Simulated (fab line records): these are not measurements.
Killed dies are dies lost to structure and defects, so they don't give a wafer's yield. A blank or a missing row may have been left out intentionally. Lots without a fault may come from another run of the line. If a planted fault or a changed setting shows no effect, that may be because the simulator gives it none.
Matching of chambers ; flow nand-harc ; NHARC_A_STAIRCASE_DEP_417 on pecvd-03: 3 sister chambers
The step deposits Si3N4, target thk 60 nm. 3 wafers are shown with their chamber, then 7 later ones without.

EACH WAFER AND ITS CHAMBER
wafer;chamber;heater-power-w (W)
L693.1;0;632
L698.1;2;562
L705.4;1;636

WAFERS WITH NO CHAMBER GIVEN
wafer;heater-power-w (W)
L705.6;577
L706.1;741
L706.2;564
L706.6;561
L707.1;751
L707.4;683
L707.6;736

EACH ONE'S CHAMBER
wafer;from the rows above;in truth
L705.6;can't be placed: 2 or 0 or 1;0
L706.1;can't be placed: 1 or 0 or 2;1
L706.2;can't be placed: 2 or 0 or 1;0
L706.6;can't be placed: 2 or 0 or 1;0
L707.1;can't be placed: 1 or 0 or 2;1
L707.4;can't be placed: 1 or 0 or 2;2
L707.6;can't be placed: 1 or 0 or 2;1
0 of 7 placed correctly. These rows do not allow placing 7 (true chamber among the candidates in 7). Placed wrongly: 0.
How it was worked out, from the rows above alone: a wafer's distance from a chamber is the root of the sum, over the readings, of the square of ((its reading less the chamber's mean) divided by the reading's scatter). The wafer belongs to the nearest chamber; if the next one is less than 2 further off, it can't be placed. A chamber's mean is the mean of its shown wafers. The scatter (one wafer shown for each chamber): square how far every hidden wafer sits from the nearest shown wafer, average those squares and take the square root.
